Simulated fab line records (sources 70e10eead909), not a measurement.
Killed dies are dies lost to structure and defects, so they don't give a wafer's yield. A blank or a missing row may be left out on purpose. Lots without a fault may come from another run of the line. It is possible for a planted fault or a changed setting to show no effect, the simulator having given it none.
Struck lot and sound lot, side by side    flow nand harc    13 steps out of a route of 1302
Sound: these wafers, L552.1, L552.3, L552.4. Struck: wafers L538.2, L538.4 (left out: L538.6, a lot-mate that was not struck); the cause follows at the end.
Per side, at each step with rows, come the tool, then ch with its chambers, and then its first start. Under that, the readings that differ: sound wafers    struck wafers    difference of the means    sigmas: that difference in standard deviations of wafers without a fault.
alike: readings whose means differ by less than 2 such deviations, and words and numbers that are the same on both sides. not compared: withheld readings, readings that some wafer has no value for, bounds like >300 that may hide the same value, and numbers for which the record gives no deviation and whose values overlap.
A row with sigmas, a row that says differs or no value, or rows on one side alone: a step with any of these is where the two part. Non-overlapping numbers with no deviation appear without sigmas and do not part them. A reading that every wafer of one side lacks parts them only if that side has two wafers or more.

NHARC_A_STAIRCASE_DEP_417: deposits Si3N4, target thk 60 nm.
  sound on pecvd-03 ch 0,1, day 25 09:51; struck on pecvd-01 ch 2, day 18 15:08
  alike: heater power w, rf fwd power W
then, 3 steps without rows for these wafers: NHARC_A_STAIRCASE_WET_418 (chemistry H3PO4, target depth 20 nm); NHARC_A_STAIRCASE_PRECLEAN_419 (cleans in SC1); NHARC_A_STAIRCASE_SRD_421.
NHARC_A_STAIRCASE_ALD_420: deposits SiO2, target thk 20 nm, pulse time 6 s, ald cycles 200.
  sound on ald hk-02 ch 0,1,2, day 25 12:31; struck on ald hk-01 ch 1,2, day 18 19:15
  alike: heater power w, precursor pulse height rel
then, 1 step without rows for these wafers: NHARC_A_STAIRCASE_CVD_552 (deposits SiNx, target thk 40 nm).
NHARC_A_STAIRCASE_DEP_151: deposits SiO2, target thk 7200 nm.
  sound on pecvd-03 ch 0,1,2, day 25 21:24; struck on pecvd-03 ch 1,2, day 19 03:41
  alike: heater power w, rf fwd power W
then, 1 step without rows for these wafers: NHARC_A_STAIRCASE_ANNEAL_320 (time 1800 s).
NHARC_A_STAIRCASE_DEP_322: deposits SiO2, target thk 7200 nm.
  sound on pecvd-03 ch 0,1, day 26 04:46; struck on pecvd-03 ch 1, day 19 11:22
  alike: heater power w, rf fwd power W
then, 1 step without rows for these wafers: NHARC_A_STAIRCASE_ANNEAL_323 (time 1800 s).
NHARC_A_STAIRCASE_DEP_325: deposits SiO2, target thk 7200 nm.
  sound on pecvd-01 ch 0,2, day 26 14:34; struck on pecvd-03 ch 0, day 19 21:04
reading             sound              struck       difference  sigmas
rf fwd power W (W)  500.5 500.7 500.8  701.4 700.5  +200.3      +99 or more
  alike: heater power w
then, 1 step without rows for these wafers: NHARC_A_STAIRCASE_ANNEAL_326 (time 1800 s).
-- break in the record here, with 6 days between the starts of the struck wafers on either side (left off in module A_STAIRCASE, picked up again in module END, where the first step shown is number 1302 on the route) --
NHARC_END_SORT_01:
  sound on prober-01 ch 0, day 33 05:04; struck on prober-02 ch 0, day 25 21:01
  alike: killed at array, killed at other, killed at periphery, killed dies, killed open, killed short

WHERE THEY PART
Within this record, at NHARC_A_STAIRCASE_DEP_325 only. Later steps at which nothing parts them and some readings are alike: NHARC_END_SORT_01.

WHY: what had been put in by the simulator
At NHARC_A_STAIRCASE_DEP_325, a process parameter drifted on pecvd-03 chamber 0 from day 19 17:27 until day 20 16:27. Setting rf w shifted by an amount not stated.
